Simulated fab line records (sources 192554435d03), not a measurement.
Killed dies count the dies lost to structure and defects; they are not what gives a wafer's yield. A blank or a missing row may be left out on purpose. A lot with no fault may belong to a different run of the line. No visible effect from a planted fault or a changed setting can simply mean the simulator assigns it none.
2 desks, one fault ; flow n5-finfet ; numbers are kept per desk, each desk with only its own; the story behind them comes last

== AT THE METROLOGY DESK ==
What the gauges read, lot by lot, whatever tool the lot ran on: means of the sampled wafers that have a number. If a lot's mean is further than 4 standard deviations from the usual mean, the lot is out of limits and carries the mark OUT (the distance appears in the brackets). Of its 10 readings 7 are shown: those that lie furthest out on some lot.
Columns: A = DIBL_N at N5_BEOL_M4_RC_MEAS_101, usual 35.9 mV/V; B = DIBL_P at N5_BEOL_M4_RC_MEAS_101, usual 35.8 mV/V; C = IOFF_N at N5_BEOL_M4_RC_MEAS_101, usual 0.15 nA/um; D = IOFF_P at N5_BEOL_M4_RC_MEAS_101, usual 0.21 nA/um; E = ION_P at N5_BEOL_M4_RC_MEAS_101, usual 462 uA/um; F = SS_N at N5_BEOL_M4_RC_MEAS_101, usual 71.5 mV/dec; G = VT_P at N5_BEOL_M4_RC_MEAS_101, usual -250 mV
lot;first seen here;A;B;C;D;E;F;G
L925;day 7 22:57;36.7;36.3;0.14;0.20;458;71.3;-251
L928;day 9 05:14;36.2;35.4;0.14;0.19;458;71.4;-251
L932;day 9 11:01;35.1;35.4;0.15;0.20;459;70.7;-251
L934;day 10 04:37;37.2;36.3;0.15;0.22;458;72.4;-250
L935;day 10 09:46;35.1;35.4;0.13;0.17;457;71.1;-254
L938;day 11 05:10;35.5;36.5;0.15;0.22;465;71.5;-246
L937;day 11 13:04;36.2;35.5;0.17;0.24;468;71.0;-247
L940;day 11 16:10;37.7;39.2;0.21;0.26;468;72.3;-245
L946;day 13 22:16;36.2;38.5;0.15;0.21;457;71.7;-249
L948;day 14 01:53;36.1;35.0;0.15;0.22;474;71.1;-248
This desk found nothing out of limits on any of the 10 lots.

== THE TOOL OWNER'S DESK: pvd-sputter-02 ==
The tool's own readings at N5_BEOL_M1_SPUTTER_92 (material Cu, target thk 4.5 nm, time 8.29 s): means of the sampled wafers that have a number, for each lot that ran on this tool. If a lot's mean is further than 4 standard deviations from the usual mean, the lot is out of limits and carries the mark OUT (the distance appears in the brackets).
Columns: A = chamber-pressure-pa at N5_BEOL_M1_SPUTTER_92, usual 0.07 Pa; B = throttle-valve-pct at N5_BEOL_M1_SPUTTER_92, usual 30.7 %
lot;first seen here;A;B
L928;day 7 03:08;0.07;30.5
L934;day 8 19:34;0.07;30.0
L935;day 8 22:14;0.07;30.8
L938;day 9 18:23;0.07 (+31) OUT;29.3
This desk's finding: out of limits on L938; first on L938, day 9 18:23 (chamber-pressure-pa at N5_BEOL_M1_SPUTTER_92). Within limits: L928, L934, L935.

== TAKEN TOGETHER ==
The tool owner's desk could have raised an alarm at day 9 18:23, on L938.
The metrology desk saw nothing out of limits.
The metrology desk has L938 on record, within its limits.
On pvd-sputter-02, each named lot ran N5_BEOL_M1_SPUTTER_92.

== WHAT HAD BEEN PUT IN BY THE SIMULATOR ==
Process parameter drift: pvd-sputter-02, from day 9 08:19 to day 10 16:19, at N5_BEOL_M1_SPUTTER_92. The setting chamber-pressure-pa was moved by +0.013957, starting from 0.07. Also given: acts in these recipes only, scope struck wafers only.
Struck lots among those shown: L938.
Time in hours from fault onset to the first out-of-limits reading at each desk: the tool owner's desk, 10.
